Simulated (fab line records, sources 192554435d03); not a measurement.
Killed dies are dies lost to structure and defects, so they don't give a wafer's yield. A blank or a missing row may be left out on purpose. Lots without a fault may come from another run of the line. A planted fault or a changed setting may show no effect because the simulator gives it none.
One fault seen from 2 desks | flow n5_finfet | each desk has only its own numbers; what lay behind them comes last

THE TOOL OWNER'S DESK: rie_diel-02
The tool's own readings at N5_BEOL_M3_TRENCH_ETCH_37 (etches SiOC in C4F6/O2, target depth 55.555 nm, time 29.2 s): means of the sampled wafers that have a number, for each lot that ran on this tool. A lot is out of limits, marked OUT, if its mean lies more than 4 standard deviations from the usual mean; the brackets give that distance. Of its 8 readings 7 are shown: the one that was out of limits first, and those that lie furthest out on some lot.
Columns: A = bias_w at N5_BEOL_M3_TRENCH_ETCH_37, usual 185.0 W; B = drypump_motor_current_A at N5_BEOL_M3_TRENCH_ETCH_37, usual 5.8 A; C = oes_o_777_au at N5_BEOL_M3_TRENCH_ETCH_37, usual 0.82 a.u.; D = oes_product_au at N5_BEOL_M3_TRENCH_ETCH_37, usual 0.81 a.u.; E = rf_vpp_V at N5_BEOL_M3_TRENCH_ETCH_37, usual 662 V; F = showerhead_plenum_p_Torr at N5_BEOL_M3_TRENCH_ETCH_37, usual 2.87 Torr; G = throttle_valve_pct at N5_BEOL_M3_TRENCH_ETCH_37, usual 20.84 %
lot  | first seen here | A               | B   | C    | D    | E              | F    | G
L848 | day 8 06:28     | 184.8           | 5.8 | 0.84 | 0.84 | 662            | 2.87 | 20.69
L849 | day 8 08:43     | 184.5           | 5.2 | 0.79 | 0.78 | 659            | 2.82 | 20.77
L852 | day 10 02:01    | 193.6 (+15) OUT | 5.9 | 0.80 | 0.80 | 686 (+5.9) OUT | 2.93 | 20.78
L856 | day 10 16:48    | 193.7 (+15) OUT | 5.2 | 0.81 | 0.81 | 682 (+5.0) OUT | 2.90 | 20.91
L857 | day 10 20:47    | 193.7 (+15) OUT | 5.2 | 0.81 | 0.81 | 683 (+5.0) OUT | 2.90 | 20.92
This desk's finding: out of limits on L852, L856, L857; first on L852, day 10 02:01 (bias_w at N5_BEOL_M3_TRENCH_ETCH_37). In limits: L848, L849.

THE METROLOGY DESK
What the gauges read, lot by lot, whatever tool the lot ran on: means of the sampled wafers that have a number. A lot is out of limits, marked OUT, if its mean lies more than 4 standard deviations from the usual mean; the brackets give that distance. Of its 10 readings 7 are shown: those that lie furthest out on some lot.
Columns: A = IOFF_N at N5_BEOL_M4_RC_MEAS_101, usual 0.164 nA/um; B = IOFF_P at N5_BEOL_M4_RC_MEAS_101, usual 0.214 nA/um; C = ION_P at N5_BEOL_M4_RC_MEAS_101, usual 461 uA/um; D = SS_N at N5_BEOL_M4_RC_MEAS_101, usual 71.6 mV/dec; E = SS_P at N5_BEOL_M4_RC_MEAS_101, usual 73.3 mV/dec; F = VT_N at N5_BEOL_M4_RC_MEAS_101, usual 249.4 mV; G = VT_P at N5_BEOL_M4_RC_MEAS_101, usual -250.0 mV
lot  | first seen here | A     | B     | C   | D    | E    | F     | G
L849 | day 9 11:40     | 0.130 | 0.201 | 463 | 70.9 | 72.6 | 253.3 | -249.3
L848 | day 9 13:40     | 0.175 | 0.258 | 473 | 71.9 | 73.8 | 246.0 | -244.4
L852 | day 10 16:14    | 0.166 | 0.235 | 467 | 71.7 | 73.4 | 248.1 | -249.2
L854 | day 10 17:22    | 0.180 | 0.236 | 462 | 72.0 | 74.2 | 249.8 | -249.2
L851 | day 10 18:01    | 0.178 | 0.226 | 464 | 72.1 | 74.0 | 247.1 | -249.1
L857 | day 11 14:03    | 0.166 | 0.222 | 462 | 72.1 | 73.5 | 251.0 | -249.7
L856 | day 11 14:11    | 0.175 | 0.207 | 455 | 71.6 | 73.3 | 248.5 | -251.8
L862 | day 12 22:29    | 0.168 | 0.205 | 462 | 71.5 | 73.5 | 249.1 | -250.9
This desk's finding: nothing out of limits on any of the 8 lots.

PUT TOGETHER
The tool owner's desk could have raised an alarm at day 10 02:01, on L852, L856, L857.
The metrology desk saw nothing out of limits.
The metrology desk has L852, L856, L857 on record, within its limits.
Of the lots named, all ran N5_BEOL_M3_TRENCH_ETCH_37 on rie_diel-02.

WHAT THE SIMULATOR HAD PUT IN
Process parameter drift: rie_diel-02, from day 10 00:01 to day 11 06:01, at N5_BEOL_M3_TRENCH_ETCH_37. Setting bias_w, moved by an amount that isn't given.
Lots struck among those shown: L852, L856, L857.
Hours from the fault's start to each desk's first reading out of limits: the tool owner's desk, 2.
